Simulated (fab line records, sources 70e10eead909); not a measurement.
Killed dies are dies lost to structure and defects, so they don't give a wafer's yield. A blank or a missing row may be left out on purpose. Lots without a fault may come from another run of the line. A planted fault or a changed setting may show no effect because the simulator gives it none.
fab line records | flow nand_harc
record lots=5 wafers=15 last_day=34
route steps=1302 shown P_CONTACT@241 P_M0@253 END@1302
lots that met no fault: from a run of the same line without faults
start_h: hours from the record's first day to the start of the lot's first wafer shown | wait_h: hours since the lot's step before | " the same as in the row above | L1.1+2: a row that stands for several wafers | - no value, or no start given | * or withheld: withheld | < > ~ a bound
route shown NAME@n: a module of which the file shows steps, and the number in the route of the first | usual: mean/standard deviation of fault-free wafers | same: alike in all rows | chamber/n: place in a boat | sites: the reading at each site | _std_site: their standard deviation | _edge_site: outer sites' mean less inner sites' | radius_mm: how far each site lies from the wafer's centre | mask NAME#n: copy n | behind: the tool/chamber that last shaped the wafer | hold: why the lot was held/for how many hours/how that ended | device: the transistor (n, p or np) that didn't switch | end of line: the same wafers' tests at the end of the route | a step without rows: its recipe alone | killed: dies lost to structure and defects at the first sort, not the wafer's yield | map: a wafer's dies, x killed, . not, _ none there
set.NAME: the setting as run; set.NAME@STEP: as run at that earlier step | model.NAME: the simulator's own value behind a step, which no gauge read
lots at some steps of the route; a table a step, a row a wafer
services: from which hour (start_h, from the record's first day; less than 0 if before it) a tool's chamber was out of use, for how many hours, and why
## steps
# step NHARC_P_CONTACT_CD_MEAS_19
# usual cd_nm=90.4/2.4
# columns lot.wafer tool chamber start_h wait_h cd_nm
L182.1 cd_sem-03 - 154.79 - 94.7
L182.2 " - " " 92.9
L182.3 " - " " 88.2
L184.2 cd_sem-01 - 181.63 - 87.7
L184.4 " - " " 88.2
L184.6 " - " " 87.7
L187.1 cd_sem-02 - 218.76 - 95.8
L187.3 " - " " 92.2
L187.4 " - " " 87.3
L191.3 cd_sem-01 - 244.80 - 92.4
L191.5 " - " " 91.0
L191.6 " - " " 92.1
L201.1 cd_sem-02 - 355.76 - 91.2
L201.3 " - " " 91.2
L201.4 " - " " 89.5
# step NHARC_P_CONTACT_STRIP_28
# recipe o2_flow_sccm=500 ar_flow_sccm=0 bias_w=0 chemistry=O2
# step NHARC_P_CONTACT_STRIP_29
# recipe time_s=1200 temp_c=72.5 chemistry=post_etch_residue_remover
# step NHARC_P_CONTACT_DEGAS_38
# recipe temp_c=300 time_s=60
# step NHARC_P_CONTACT_PRE_CLEAN_39
# recipe time_s=19.5 bias_v=250 gas=Ar
# step NHARC_P_CONTACT_PVD_32
# recipe target_thk_a=50 chamber_pressure_pa=5 power_w=5000 substrate_temp_c=200 time_s=17.7 material=Ti
# step NHARC_P_CONTACT_ALD_22
# recipe target_thk_a=30 pulse_time_s=1 ald_cycles=150 temp_c=450 material=TiN
# step NHARC_P_CONTACT_CVD_23
# recipe target_thk_a=2000 temp_c=300 pressure_torr=40 wf6_flow_sccm=40 h2_flow_sccm=1600 ar_flow_sccm=1560 time_s=557 material=W
# usual chamber_pressure_Torr=40.00/0.089 heater_power_w=439/43 throttle_valve_pct=7.97/0.26
# columns lot.wafer tool chamber start_h wait_h chamber_pressure_Torr heater_power_w throttle_valve_pct
L182.1 cvd_w-02 0 - - 39.92 382 8.06
L182.2 " 1 " " 40.15 432 8.08
L182.3 " 0 " " 39.96 386 8.20
L184.2 cvd_w-01 1 - - 40.08 513 7.99
L184.4 " 0 " " 40.03 444 7.92
L184.6 " 0 " " 40.05 447 7.43
L187.1 cvd_w-02 0 - - 39.92 380 8.29
L187.3 " 1 " " 39.85 428 8.47
L187.4 " 0 " " 40.04 397 8.09
L191.3 cvd_w-01 0 - - 39.93 433 7.75
L191.6 " 1 " " 39.92 498 8.03
L191.5 " 0 " " 40.00 435 7.41
L201.1 cvd_w-01 0 - - 40.02 425 7.84
L201.4 " 0 " " 39.95 441 7.51
L201.3 " 1 " " 39.98 505 7.91
# step NHARC_P_CONTACT_CMP_24
# recipe t_overpolish_s=30 target_thk_nm=200
# usual motor_current_A=12.1/1.2 overpolish_run_s=30.001/0.0095 time_to_endpoint_s=39/3.5
# columns lot.wafer tool chamber start_h wait_h motor_current_A overpolish_run_s time_to_endpoint_s
L182.3 cmp-03 3 156.62 0.4 12.5 29.999 43
L182.2 " 1 " " 12.2 30.015 38
L182.1 " 2 " " 11.1 30.010 40
L184.2 cmp-04 3 183.44 0.6 14.7 30.005 36
L184.4 " 0 " " 11.8 30.008 41
L184.6 " 3 " " 14.4 30.000 40
L187.4 cmp-01 2 221.04 0.3 11.6 29.999 32
L187.3 " 0 " " 11.1 30.000 41
L187.1 " 1 " " 10.4 29.992 39
L191.3 cmp-03 2 246.68 0.3 10.6 30.012 34
L191.6 " 1 " " 11.1 30.016 37
L191.5 " 2 " " 11.0 29.976 34
L201.3 cmp-01 3 357.59 0.3 12.6 29.994 39
L201.4 " 0 " " 11.1 29.993 43
L201.1 " 1 " " 10.7 30.005 41
# step NHARC_P_CONTACT_SRD_26
# step NHARC_P_CONTACT_INSPECT_27
# usual raw_defect_count=279/100
# columns lot.wafer tool chamber start_h wait_h raw_defect_count
L182.1 defect_inspect-02 - 157.02 0.1 205
L182.2 " - " " 307
L182.3 " - " " 191
L184.2 defect_inspect-01 - 183.84 0.1 276
L184.4 " - " " 210
L184.6 " - " " 335
L187.1 defect_inspect-02 - 221.44 0.1 281
L187.3 " - " " 262
L187.4 " - " " 315
L191.3 defect_inspect-02 - 247.07 0.1 412
L191.5 " - " " 309
L191.6 " - " " 399
L201.1 defect_inspect-01 - 357.97 0.1 222
L201.3 " - " " 199
L201.4 " - " " 192
# step NHARC_P_M0_DEP_00
# recipe target_thk_a=1500 target_thk_nm=150 temp_c=withheld pressure_torr=5 flow_sccm=200 rf_w=600 material=SiOC
# usual chamber_pressure_Torr=5.000/0.01
# columns lot.wafer tool chamber start_h wait_h chamber_pressure_Torr
L182.3 pecvd-01 1 157.34 0.3 4.995
L182.2 " 2 " " 5.011
L182.1 " 0 " " 5.005
L184.2 pecvd-04 0 183.95 0.1 4.993
L184.6 " 2 " " 5.014
L184.4 " 1 " " 5.002
L187.1 pecvd-01 1 221.50 0.1 5.013
L187.3 " 2 " " 4.998
L187.4 " 0 " " 4.979
L191.3 pecvd-04 1 247.23 0.2 5.029
L191.5 " 0 " " 4.995
L191.6 " 1 " " 5.008
L201.3 pecvd-04 0 358.08 0.1 5.012
L201.1 " 1 " " 5.010
L201.4 " 0 " " 4.991
# step NHARC_P_M0_DEHYDRATE_01
# recipe temp_c=150 time_s=120
# step NHARC_P_M0_HMDS_02
# recipe time_s=30
# step NHARC_P_M0_COAT_33
# recipe temp_c=200 time_s=65
# step NHARC_P_M0_COAT_03
# recipe spin_rpm=1500 resist_thk_nm=90
# step NHARC_P_M0_SOFTBAKE_04
# recipe temp_c=105 time_s=55
# step NHARC_P_M0_EBR_05
# step NHARC_P_M0_EXPOSE_06
# recipe na=1.35 target_cd_nm=90 dose_mj=81.28 mask_id=P_M0
# step NHARC_P_M0_PEB_07
# recipe peb_temp_c=100 peb_time_s=65
# step NHARC_P_M0_DEVELOP_08
# recipe develop_time_s=35 dev_temp_c=23
# step NHARC_P_M0_CD_MEAS_09
# recipe target_cd_nm=90 landing_energy_ev=500
# usual cd_nm=90.1/0.78
# columns lot.wafer tool chamber start_h wait_h cd_nm
L182.1 cd_sem-02 0 158.18 - 89.4
L182.2 " 0 " " 91.6
L182.3 " 0 " " 89.6
L184.2 cd_sem-02 0 184.62 - 90.5
L184.4 " 0 " " 91.3
L184.6 " 0 " " 89.9
L187.1 cd_sem-03 0 222.34 - 89.1
L187.3 " 0 " " 89.9
L187.4 " 0 " " 88.7
L191.3 cd_sem-03 0 247.98 - 91.3
L191.5 " 0 " " 89.2
L191.6 " 0 " " 91.5
L201.1 cd_sem-03 0 358.77 - 89.7
L201.3 " 0 " " 90.2
L201.4 " 0 " " 90.7
# step NHARC_P_M0_OVL_MEAS_10
# recipe pitch_nm=180
# usual overlay_x_nm=-0.1/0.74 overlay_y_nm=-0.1/0.93
# columns lot.wafer tool chamber start_h wait_h overlay_x_nm overlay_y_nm
L182.1 overlay-02 - 158.27 - -1.0 -0.1
L182.2 " - " " -1.1 -0.5
L182.3 " - " " -0.7 0.0
L184.2 overlay-02 - 184.70 - 0.9 -1.4
L184.4 " - " " 0.9 -0.6
L184.6 " - " " 1.1 -1.0
L187.1 overlay-01 - 222.43 - -0.2 -3.0
L187.3 " - " " -0.7 -3.0
L187.4 " - " " -0.3 -3.2
L191.3 overlay-02 - 248.06 - 1.0 0.8
L191.5 " - " " 0.8 0.5
L191.6 " - " " 0.6 0.6
L201.1 overlay-02 - 358.86 - 0.3 0.1
L201.3 " - " " 0.4 0.2
L201.4 " - " " -0.2 -0.5
# step NHARC_P_M0_INSPECT_11
# usual raw_defect_count=4.2/2.6
# columns lot.wafer tool chamber start_h wait_h raw_defect_count
L182.1 defect_inspect-01 - 158.30 0.0 4
L182.2 " - " " 10
L182.3 " - " " 5
L184.2 defect_inspect-02 - 184.74 0.0 2
L184.4 " - " " 2
L184.6 " - " " 1
L187.1 defect_inspect-02 - 222.46 0.0 1
L187.3 " - " " 4
L187.4 " - " " 5
L191.3 defect_inspect-01 - 248.10 0.0 3
L191.5 " - " " 2
L191.6 " - " " 2
L201.1 defect_inspect-02 - 358.90 0.0 1
L201.3 " - " " 1
L201.4 " - " " 1
# step NHARC_P_M0_DESCUM_14
# recipe time_s=3 o2_flow_sccm=200 ar_flow_sccm=0 bias_power_w=0 chemistry=O2
# step NHARC_P_M0_ETCH_34
# recipe target_depth_a=400 overetch_a=120 time_s=43.94 ion_energy_ev=200 n2_flow_sccm=150 h2_flow_sccm=150 ar_flow_sccm=0 rf_w=400 bias_w=150 chemistry=N2/H2
# step NHARC_P_M0_ETCH_15
# recipe target_depth_a=1500 overetch_a=150 time_s=82.5 c4f8_flow_sccm=withheld ar_flow_sccm=400 rf_w=600 bias_w=300 chemistry=C4F8/Ar
# usual oes_product_au=0.956/0.02 rf_vpp_V=440.9/2.8
# columns lot.wafer tool chamber start_h wait_h oes_product_au rf_hours_counter_h rf_vpp_V
L182.2 rie_diel-11 2 - - 0.947 25 439.6
L182.1 " 3 " " 0.930 24 442.6
L182.3 " 0 " " 0.950 24 437.7
L184.2 rie_diel-07 1 - - 0.955 8 445.7
L184.4 " 2 " " 0.958 9 440.6
L184.6 " 2 " " 0.956 - 441.2
L187.1 rie_diel-04 0 - - 0.913 8 436.3
L187.3 " 1 " " 0.962 9 445.3
L187.4 " 2 " " 0.970 6 440.7
L191.3 rie_diel-04 2 - - 0.988 17 441.8
L191.5 " 0 " " 0.980 - 436.5
L191.6 " 1 " " 0.968 - 446.6
L201.1 rie_diel-11 3 - - 0.949 30 440.7
L201.4 " 0 " " 0.980 26 437.2
L201.3 " 2 " " 0.953 33 439.2
# step NHARC_P_M0_CD_MEAS_16
# usual cd_nm=89.8/1.2
# columns lot.wafer tool chamber start_h wait_h cd_nm
L182.1 cd_sem-02 - 158.68 - 89.5
L182.2 " - " " 91.7
L182.3 " - " " 89.8
L184.2 cd_sem-02 - 185.10 - 90.5
L184.4 " - " " 89.2
L184.6 " - " " 87.7
L187.1 cd_sem-03 - 222.84 - 90.1
L187.3 " - " " 90.1
L187.4 " - " " 88.6
L191.3 cd_sem-02 - 248.46 - 91.9
L191.5 " - " " 90.2
L191.6 " - " " 90.2
L201.1 cd_sem-03 - 359.46 - 88.5
L201.3 " - " " 88.8
L201.4 " - " " 89.1
# step NHARC_P_M0_STRIP_18
# recipe power_w=1000 n2_flow_sccm=150 h2_flow_sccm=150 ar_flow_sccm=0 bias_w=0 chemistry=N2/H2
# step NHARC_P_M0_STRIP_19
# recipe time_s=600 temp_c=30 chemistry=post_etch_residue_remover
# step NHARC_P_M0_DEGAS_28
# recipe temp_c=250 time_s=60
# usual heater_power_w=342/39
# columns lot.wafer tool chamber start_h wait_h heater_power_w
L182.1 pvd_sputter-02 - 159.31 - 310
L182.3 " - " " 337
L182.2 " - " " 385
L184.4 pvd_sputter-01 - 185.78 - 258
L184.2 " - " " 322
L184.6 " - " " 258
L187.1 pvd_sputter-02 - 223.47 - 298
L187.4 " - " " 308
L187.3 " - " " 339
L191.3 pvd_sputter-03 - 249.12 - 405
L191.5 " - " " 401
L191.6 " - " " 371
L201.1 pvd_sputter-01 - 360.14 - 269
L201.4 " - " " 334
L201.3 " - " " 362
# step NHARC_P_M0_PRE_CLEAN_29
# recipe time_s=30 temp_c=280 gas=H2/He
# step NHARC_P_M0_PVD_20
# recipe target_thk_a=50 bias_v=168.6 power_w=15000 chamber_pressure_pa=0.12 time_s=8.06 substrate_temp_c=50 material=TaN
# step NHARC_P_M0_PVD_21
# recipe target_thk_a=300 chamber_pressure_pa=5 power_w=5000 substrate_temp_c=30 time_s=20.49 material=Cu
# step NHARC_P_M0_ECD_22
# recipe target_thk_a=4000 bath_temp_c=25 material=Cu
# step NHARC_P_M0_ANNEAL_30
# recipe temp_c=225 time_s=90
# usual wafer_temp_C_max=226.2/0.4
# columns lot.wafer tool chamber start_h wait_h wafer_temp_C_max
L182.1 rtp_anneal-01 0 160.04 - 225.9
L182.2 " 0 " " 225.8
L182.3 " 0 " " 225.8
L184.2 rtp_anneal-01 0 186.56 - 226.1
L184.4 " 0 " " 225.8
L184.6 " 0 " " 225.8
L187.1 rtp_anneal-02 0 224.21 - 225.9
L187.3 " 0 " " 226.6
L187.4 " 0 " " 226.1
L191.3 rtp_anneal-02 0 249.96 0.3 226.5
L191.5 " 0 " " 226.9
L191.6 " 0 " " 226.1
L201.1 rtp_anneal-01 0 360.87 0.3 225.4
L201.3 " 0 " " 225.6
L201.4 " 0 " " 225.5
# step NHARC_P_M0_CMP_23
# recipe t_overpolish_s=20 target_thk_nm=117.54
# step NHARC_P_M0_SRD_25
# step NHARC_P_M0_INSPECT_27
# usual raw_defect_count=302/120
# columns lot.wafer tool chamber start_h wait_h raw_defect_count
L182.1 defect_inspect-01 - 160.85 0.0 151
L182.2 " - " " 174
L182.3 " - " " 274
L184.2 defect_inspect-01 - 187.34 0.0 278
L184.4 " - " " 176
L184.6 " - " " 176
L187.1 defect_inspect-02 - 225.03 0.0 197
L187.3 " - " " 208
L187.4 " - " " 190
L191.3 defect_inspect-01 - 250.68 0.0 476
L191.5 " - " " 466
L191.6 " - " " 233
L201.1 defect_inspect-02 - 361.69 0.0 291
L201.3 " - " " 213
L201.4 " - " " 199
# step NHARC_END_SORT_01
# recipe temp_c=25
# usual defect_limited_yield=91.1/2.8 killed_at_array=55/19 killed_at_other=0.9/1.4 killed_at_periphery=3.8/2.9 killed_dies=60/19 killed_open=3.3/1.8 killed_short=2.6/1.6
# same gross_dies=677
# columns lot.wafer tool chamber start_h wait_h defect_limited_yield[%] killed_at_array killed_at_other killed_at_periphery killed_dies killed_open killed_short
L182.1 prober-01 0 607.94 2.5 93.8 40 0 2 42 0 2
L182.2 prober-01 0 608.75 2.8 91.3 52 1 6 59 5 1
L182.3 prober-01 0 609.55 3.1 92.8 46 1 2 49 3 3
L184.2 prober-01 0 624.75 2.8 93.1 44 0 3 47 4 3
L184.4 prober-01 0 626.36 3.4 91.9 51 1 3 55 5 4
L184.6 prober-01 0 627.98 4.0 92.6 50 0 0 50 3 4
L187.1 prober-01 0 667.88 2.5 87.3 81 0 5 86 5 2
L187.3 prober-01 0 669.48 3.1 88.8 74 0 2 76 0 1
L187.4 prober-01 0 670.29 3.4 91.3 58 0 1 59 2 0
L191.3 prober-02 0 699.96 3.1 94.7 34 0 2 36 3 6
L191.5 prober-02 0 701.53 3.6 0 42 0 635 677 2 1
L191.6 prober-02 0 702.32 3.9 91.6 53 2 2 57 3 1
L201.1 prober-02 0 811.63 2.5 95.6 27 2 1 30 1 3
L201.3 prober-02 0 813.24 3.1 96.3 22 2 1 25 2 1
L201.4 prober-02 0 814.05 3.4 95.6 26 2 2 30 4 3
# killed by level:class
L182.1 A_CHANNEL_HOLE_D2:chamber_film_flake=31 P_CONTACT:chamber_film_flake=2 A_CHANNEL_HOLE_D1:chamber_film_flake=2 A_WL_FILL:chamber_film_flake=2 A_CHANNEL_FILL_D2:geometric_particle:short=1 A_WL_FILL:geometric_particle:short=1 A_DECK1_JOINT:chamber_film_flake=1 A_STAIRCASE:chamber_film_flake=1
L182.2 A_CHANNEL_HOLE_D2:chamber_film_flake=36 P_CONTACT:chamber_film_flake=5 A_CHANNEL_HOLE_D1:chamber_film_flake=3 A_STAIRCASE:chamber_film_flake=3 A_DECK1_JOINT:chamber_film_flake=2 A_M0:chamber_film_flake=2 P_CONTACT:geometric_particle:open=1 A_DECK1_JOINT:geometric_particle:open=1
L182.3 A_CHANNEL_HOLE_D2:chamber_film_flake=27 A_CHANNEL_HOLE_D1:chamber_film_flake=4 A_STAIRCASE:chamber_film_flake=4 A_SLIT:chamber_film_flake=3 A_M0:geometric_particle:open=2 P_CONTACT:chamber_film_flake=2 A_DECK1_JOINT:geometric_particle:short=1 A_WL_FILL:geometric_particle:short=1
L184.2 A_CHANNEL_HOLE_D2:chamber_film_flake=30 A_CHANNEL_HOLE_D1:chamber_film_flake=2 A_CONTACT:chamber_film_flake=2 P_GATE:geometric_particle:short=1 P_CONTACT:geometric_particle:open=1 A_SOURCE_PLATE:geometric_particle:short=1 A_DECK1_JOINT:geometric_particle:open=1 A_ONON_D2:geometric_particle:open=1
L184.4 A_CHANNEL_HOLE_D2:chamber_film_flake=28 A_CHANNEL_HOLE_D1:chamber_film_flake=6 A_STAIRCASE:chamber_film_flake=5 A_DECK1_JOINT:chamber_film_flake=3 A_ONON_D1:geometric_particle:short=2 A_CHANNEL_FILL_D1:geometric_particle:open=2 P_GATE:chamber_film_flake=2 A_WL_FILL:chamber_film_flake=2
L184.6 A_CHANNEL_HOLE_D2:chamber_film_flake=28 A_STAIRCASE:chamber_film_flake=5 A_CHANNEL_HOLE_D1:chamber_film_flake=4 A_DECK1_JOINT:chamber_film_flake=3 A_ONON_D1:geometric_particle:open=1 A_ONON_D1:geometric_particle:short=1 A_CHANNEL_FILL_D1:geometric_particle:open=1 A_ONON_D2:geometric_particle:short=1
L187.1 A_CHANNEL_HOLE_D1:chamber_film_flake=37 A_SLIT:chamber_film_flake=34 A_CONTACT:chamber_film_flake=5 P_CONTACT:geometric_particle:open=2 A_STAIRCASE:chamber_film_flake=2 P_M0:geometric_particle:open=1 P_M0:geometric_particle:short=1 A_DECK1_JOINT:geometric_particle:open=1
L187.3 A_CHANNEL_HOLE_D1:chamber_film_flake=36 A_SLIT:chamber_film_flake=31 A_CONTACT:chamber_film_flake=5 A_CHANNEL_HOLE_D2:geometric_particle:short=1 P_ZERO_WELL:chamber_film_flake=1 P_GATE:chamber_film_flake=1 A_CHANNEL_HOLE_D2:chamber_film_flake=1
L187.4 A_CHANNEL_HOLE_D1:chamber_film_flake=26 A_SLIT:chamber_film_flake=22 A_CONTACT:chamber_film_flake=5 A_STAIRCASE:chamber_film_flake=2 A_ONON_D1:geometric_particle:open=1 A_DECK1_JOINT:geometric_particle:open=1 P_GATE:chamber_film_flake=1 A_CHANNEL_HOLE_D2:chamber_film_flake=1
L191.3 A_SLIT:chamber_film_flake=14 A_CHANNEL_HOLE_D2:chamber_film_flake=5 A_CHANNEL_HOLE_D1:chamber_film_flake=4 P_CONTACT:geometric_particle:short=1 A_ONON_D1:geometric_particle:short=1 A_CHANNEL_FILL_D1:geometric_particle:short=1 A_CHANNEL_FILL_D2:geometric_particle:short=1 A_SGD_CUT:geometric_particle:open=1
L191.5 P_M0:area_dep=633 A_SLIT:chamber_film_flake=19 A_CHANNEL_HOLE_D2:chamber_film_flake=11 A_CHANNEL_HOLE_D1:chamber_film_flake=7 P_M0:geometric_particle:open=1 A_ONON_D1:geometric_particle:short=1 A_CHANNEL_FILL_D1:geometric_particle:open=1 P_GATE:chamber_film_flake=1
L191.6 A_SLIT:chamber_film_flake=26 A_CHANNEL_HOLE_D2:chamber_film_flake=14 A_CHANNEL_HOLE_D1:chamber_film_flake=7 A_CONTACT:chamber_film_flake=2 A_STAIRCASE:chamber_film_flake=2 THIN_TSV:chamber_film_flake=2 P_GATE:geometric_particle:open=1 P_CONTACT:geometric_particle:open=1
L201.1 A_SLIT:chamber_film_flake=13 A_BLC:chamber_film_flake=5 THIN_TSV:chamber_film_flake=2 A_CHANNEL_FILL_D1:geometric_particle:short=1 A_CHANNEL_FILL_D2:geometric_particle:short=1 A_SGD_CUT:geometric_particle:open=1 A_WL_FILL:geometric_particle:short=1 P_ZERO_WELL:chamber_film_flake=1
L201.3 A_SLIT:chamber_film_flake=7 A_DECK1_JOINT:chamber_film_flake=4 A_BLC:chamber_film_flake=3 A_CHANNEL_HOLE_D2:chamber_film_flake=2 A_WL_FILL:chamber_film_flake=2 THIN_TSV:chamber_film_flake=2 A_ONON_D1:geometric_particle:open=1 A_SGD_CUT:geometric_particle:open=1
L201.4 A_SLIT:chamber_film_flake=12 A_CHANNEL_HOLE_D2:chamber_film_flake=3 A_BLC:chamber_film_flake=3 THIN_TSV:chamber_film_flake=2 P_CONTACT:geometric_particle:open=1 P_BONDPAD:geometric_particle:short=1 A_SOURCE_PLATE:geometric_particle:short=1 A_ONON_D1:geometric_particle:open=1
# map L191.5 (x killed, . not)
____________x____________
_________xxxxxxx_________
_______xxxxxxxxxxx_______
______xxxxxxxxxxxxx______
_____xxxxxxxxxxxxxxx_____
____xxxxxxxxxxxxxxxxx____
____xxxxxxxxxxxxxxxxx____
___xxxxxxxxxxxxxxxxxxx___
___xxxxxxxxxxxxxxxxxxx___
__xxxxxxxxxxxxxxxxxxxxx__
__xxxxxxxxxxxxxxxxxxxxx__
_xxxxxxxxxxxxxxxxxxxxxxx_
_xxxxxxxxxxxxxxxxxxxxxxx_
_xxxxxxxxxxxxxxxxxxxxxxx_
_xxxxxxxxxxxxxxxxxxxxxxx_
_xxxxxxxxxxxxxxxxxxxxxxx_
xxxxxxxxxxxxxxxxxxxxxxxxx
xxxxxxxxxxxxxxxxxxxxxxxxx
xxxxxxxxxxxxxxxxxxxxxxxxx
xxxxxxxxxxxxxxxxxxxxxxxxx
xxxxxxxxxxxxxxxxxxxxxxxxx
_xxxxxxxxxxxxxxxxxxxxxxx_
_xxxxxxxxxxxxxxxxxxxxxxx_
_xxxxxxxxxxxxxxxxxxxxxxx_
_xxxxxxxxxxxxxxxxxxxxxxx_
_xxxxxxxxxxxxxxxxxxxxxxx_
__xxxxxxxxxxxxxxxxxxxxx__
__xxxxxxxxxxxxxxxxxxxxx__
___xxxxxxxxxxxxxxxxxxx___
___xxxxxxxxxxxxxxxxxxx___
____xxxxxxxxxxxxxxxxx____
____xxxxxxxxxxxxxxxxx____
_____xxxxxxxxxxxxxxx_____
______xxxxxxxxxxxxx______
_______xxxxxxxxxxx_______
_________xxxxxxx_________
____________x____________
# map L201.1 (x killed, . not)
____________.____________
_________.....x._________
_______..........._______
______.............______
_____..............._____
____.................____
____.................____
___...................___
___..........x........___
__........x............__
__........x............__
_........x.............._
_.......x..............._
_x....................x._
_......................._
_......................._
x........................
.........................
.........................
.........................
.........................
_......................._
_......................._
_......................._
_.........x............._
_....x.xx..x............_
__....xx..x............__
__..x..x...x...........__
___x..x.x.x...........___
___x..................___
____.x...............____
____......x..........____
_____..x..x........._____
______.............______
_______..x........_______
_________......._________
____________.____________
## services
# columns tool chamber start_h hours kind
pvd_sputter-01 - 132.29 1.2 repair
pecvd-01 - 142.00 2.7 repair
cvd_w-02 - 143.21 6.1 repair
cmp-01 - 143.32 2.1 repair
pecvd-04 0 151.75 6.0 repair
cmp-03 - 157.54 1.9 repair
pecvd-01 1 159.98 32.9 repair
pvd_sputter-01 - 166.44 7.9 repair
rie_diel-11 1 170.61 4.4 repair
cmp-03 - 171.95 1.4 repair
cmp-01 - 173.96 0.4 repair
cmp-03 - 174.63 4.0 pm
rie_diel-04 - 181.76 9.0 pm
cvd_w-01 - 185.00 13.0 pm
cmp-01 - 187.71 4.0 pm
rie_diel-11 3 189.25 6.5 repair
pvd_sputter-02 - 195.39 2.0 repair
pecvd-01 1 201.88 6.4 repair
rie_diel-04 2 210.59 2.9 repair
rie_diel-04 0 215.30 7.3 repair
pvd_sputter-02 - 217.84 1.8 repair
pvd_sputter-02 - 220.78 1.4 repair
cvd_w-01 - 237.45 1.3 repair
pecvd-04 - 269.00 13.0 pm
## key
first_sign step=NHARC_END_SORT_01 reading=killed_at_periphery direction=up sigmas=99+ usual=3.8 struck=635
effect step=NHARC_END_SORT_01 reading=defect_limited_yield direction=down sigmas=33 usual=91.1 struck=0
more_kills_born_at NHARC_P_M0_DEP_00@pecvd-04=633
met_at NHARC_P_M0_DEP_00
struck_wafers L191.5
later_rows_left_out L191.5
onset_between 183.95 247.23
fault kind=process_parameter_drift tool=pecvd-04 chamber=0 onset_h=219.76 steps=NHARC_P_M0_DEP_00 channel=target_thk_a offset=* shape=step end_h=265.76 acts_in=* stated=*
# later_rows_left_out: the simulator's readings of these wafers behind a module that went badly wrong aren't trusted and aren't shown, but for the sort
